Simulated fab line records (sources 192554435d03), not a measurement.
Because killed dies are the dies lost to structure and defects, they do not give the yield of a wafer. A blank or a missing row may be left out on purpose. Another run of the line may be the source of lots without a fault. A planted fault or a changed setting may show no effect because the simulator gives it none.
Which tool was responsible? / flow n5_finfet / 39 wafers from 15 lots sampled at 2 of the route's 1938 steps

WHAT EACH GAUGE READ, for each wafer
N5_BEOL_M9_INSPECT_58: inspects for defects (darkfield).
lot=L561; measured=day 10 08:35; on=defect_inspect-02; raw_defect_count=51 51
lot=L563; measured=day 10 09:04; on=defect_inspect-02; raw_defect_count=92 73
lot=L564; measured=day 11 01:45; on=defect_inspect-02; raw_defect_count=55 67 83
lot=L565; measured=day 11 03:31; on=defect_inspect-02; raw_defect_count=57 60 71
lot=L569; measured=day 12 05:50; on=defect_inspect-02; raw_defect_count=89 48
lot=L570; measured=day 12 17:37; on=defect_inspect-02; raw_defect_count=37 104 77
lot=L573; measured=day 12 18:43; on=defect_inspect-02; raw_defect_count=73 56 49
lot=L574; measured=day 13 01:37; on=defect_inspect-01; raw_defect_count=75 38 58
lot=L575; measured=day 13 06:53; on=defect_inspect-02; raw_defect_count=53 45 48
lot=L578; measured=day 14 07:30; on=defect_inspect-02; raw_defect_count=56 59 68
lot=L580; measured=day 14 15:16; on=defect_inspect-02; raw_defect_count=51 79 54
lot=L579; measured=day 14 17:58; on=defect_inspect-02; raw_defect_count=95 82
lot=L581; measured=day 15 13:20; on=defect_inspect-01; raw_defect_count=57 61
lot=L583; measured=day 15 18:41; on=defect_inspect-02; raw_defect_count=84 99
lot=L584; measured=day 15 21:17; on=defect_inspect-02; raw_defect_count=73 71 42

N5_BEOL_M10_OVL_MEAS_12.
lot=L561; measured=day 10 10:40; on=overlay-01; M10_OVL (nm)=0.7 -0.7
lot=L563; measured=day 10 11:34; on=overlay-01; M10_OVL (nm)=-0.1 -0.2
lot=L564; measured=day 11 05:09; on=overlay-01; M10_OVL (nm)=1.5 0.3 0.4
lot=L565; measured=day 11 05:46; on=overlay-01; M10_OVL (nm)=0.4 -0.1 0.8
lot=L569; measured=day 12 08:31; on=overlay-02; M10_OVL (nm)=1.2 1.5
lot=L570; measured=day 12 19:17; on=overlay-01; M10_OVL (nm)=-0.1 -0.3 0.3
lot=L573; measured=day 12 20:34; on=overlay-02; M10_OVL (nm)=2.6 0.8 2.4
lot=L574; measured=day 13 04:23; on=overlay-01; M10_OVL (nm)=1.1 0.3 0.7
lot=L575; measured=day 13 08:56; on=overlay-01; M10_OVL (nm)=0.3 1.2 0.1
lot=L578; measured=day 14 09:55; on=overlay-02; M10_OVL (nm)=1.0 1.5 1.6
lot=L580; measured=day 14 17:13; on=overlay-02; M10_OVL (nm)=1.0 -0.3 0.7
lot=L579; measured=day 14 20:32; on=overlay-02; M10_OVL (nm)=-0.9 0.5
lot=L581; measured=day 15 15:20; on=overlay-02; M10_OVL (nm)=1.8 0.7
lot=L583; measured=day 15 20:43; on=overlay-02; M10_OVL (nm)=-0.1 -0.7
lot=L584; measured=day 16 00:41; on=overlay-01; M10_OVL (nm)=1.4 0.4 -0.1

WHAT TOOL EACH LOT RAN ON (gives the tool, then ch and the chambers of the sampled wafers, and finally the start)
Record: no process step prior to these readings.

AS READ BY THE TOOLS THEMSELVES (means over the sampled wafers that have a number; for cases with no such wafer, the mark the record gives instead)
The record holds no such reading with a usual standard deviation.

THE ANSWER, worked out from the rows above alone
Rule: usual is defined by the lots themselves. The widest of any qualifying gaps counts: lots, ordered by their means at a reading, are off when they make up no more than a third of the lots, leave a main group of 4 or more, and stand apart from it by 3 or more times the standard deviation of that group's means. The tables above print the reading to a certain number of digits; a main group whose means all agree to those digits is not used. A lot without any number at a reading at which 4 lots or more have one is off too. The other lots that the step has rows for count as sound. First the gauges in route order, then the tools' own readings, where a lot's mean is used as printed above. At the first step where some lot is off, the reading lying furthest off is the one used; lots without a number count as furthest.
Nothing can be told from this: no lot is off at any reading shown.

WHAT THE SIMULATOR HAD INSERTED
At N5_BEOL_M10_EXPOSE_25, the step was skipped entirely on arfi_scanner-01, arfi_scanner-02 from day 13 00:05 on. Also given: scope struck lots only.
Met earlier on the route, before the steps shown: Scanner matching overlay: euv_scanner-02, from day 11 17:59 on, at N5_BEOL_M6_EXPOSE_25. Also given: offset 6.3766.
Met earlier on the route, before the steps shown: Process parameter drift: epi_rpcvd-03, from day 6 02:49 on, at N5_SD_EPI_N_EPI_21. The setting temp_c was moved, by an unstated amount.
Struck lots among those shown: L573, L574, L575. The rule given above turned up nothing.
